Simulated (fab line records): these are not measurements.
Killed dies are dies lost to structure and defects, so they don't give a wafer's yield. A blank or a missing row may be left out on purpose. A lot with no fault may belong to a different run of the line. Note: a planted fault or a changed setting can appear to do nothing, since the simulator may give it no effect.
What tool caused it?	flow nand-harc	24 lots, 72 wafers sampled, at 1 step of a route of 1302

WHAT THE GAUGES SHOWED, per wafer
NHARC_P_GATE_CD_MEAS_11: target cd 1640 nm.
lot	measured	on	cd-nm (nm)
L074	day 4 12:17	cd-sem-01	1639.4 1639.6 1640.1
L076	day 5 01:59	cd-sem-02	1640.3 1641.5 1638.8
L075	day 5 02:01	cd-sem-03	1641.7 1642.1 1641.8
L077	day 5 15:25	cd-sem-02	1641.7 1642.1 1641.6
L078	day 5 22:57	cd-sem-02	1640.5 1638.9 1637.9
L079	day 6 13:33	cd-sem-03	1639.5 1639.7 1639.0
L080	day 7 02:14	cd-sem-01	1639.1 1638.9 1637.6
L081	day 7 06:02	cd-sem-02	1640.2 1640.2 1641.2
L082	day 7 18:09	cd-sem-01	1639.8 1637.2 1638.5
L083	day 8 05:52	cd-sem-01	1639.6 1640.4 1639.8
L084	day 8 16:28	cd-sem-03	1641.0 1643.4 1639.9
L085	day 8 21:44	cd-sem-01	1641.7 1640.3 1641.5
L086	day 9 15:06	cd-sem-03	1639.3 1639.3 1639.8
L087	day 9 18:43	cd-sem-03	1639.1 1640.8 1642.2
L088	day 10 13:12	cd-sem-02	1640.8 1639.7 1638.5
L089	day 10 13:14	cd-sem-01	1639.6 1640.4 1641.4
L090	day 11 09:08	cd-sem-01	1639.6 1638.8 1639.5
L091	day 11 09:17	cd-sem-02	1640.6 1640.7 1639.7
L092	day 11 22:15	cd-sem-02	1638.5 1640.3 1639.7
L093	day 12 06:18	cd-sem-03	1639.3 1639.8 1641.1
L094	day 13 01:01	cd-sem-01	1641.7 1641.4 1642.5
L095	day 13 06:04	cd-sem-02	1639.4 1638.8 1640.3
L096	day 13 14:34	cd-sem-03	1639.7 1640.9 1641.6
L097	day 13 20:50	cd-sem-03	1638.3 1638.7 1638.3

TOOL THAT RAN EACH LOT (tool first, then ch and the chambers of the sampled wafers, then the start)
Before these readings, the record contains no process step.

AS READ BY THE TOOLS THEMSELVES (means over the sampled wafers that have a number; for cases with no such wafer, the mark the record gives instead)
The record holds no such reading with a usual standard deviation.

THE ANSWER, worked out from the rows above alone
Rule: the usual values come from the lots themselves. Put in order of their means at a reading, lots are off if they are a third of the lots or fewer, leave a main group of 4 or more, and stand apart from it by a gap of 3 or more times the standard deviation of the main group's means; of several such gaps the widest counts. A main group whose means are all the same, to the digits that the tables above print for the reading, isn't used. A lot without any number at a reading at which 4 lots or more have one is off too. Where the step has rows for the other lots, those lots are counted as sound. First the gauges in route order, then the tools' own readings, where a lot's mean is used as printed above. At the first step where some lot is off, the reading lying furthest off is the one used; lots without a number count as furthest.
No lot is off at any reading shown: from this, nothing can be told.

WHAT THE SIMULATOR PUT IN
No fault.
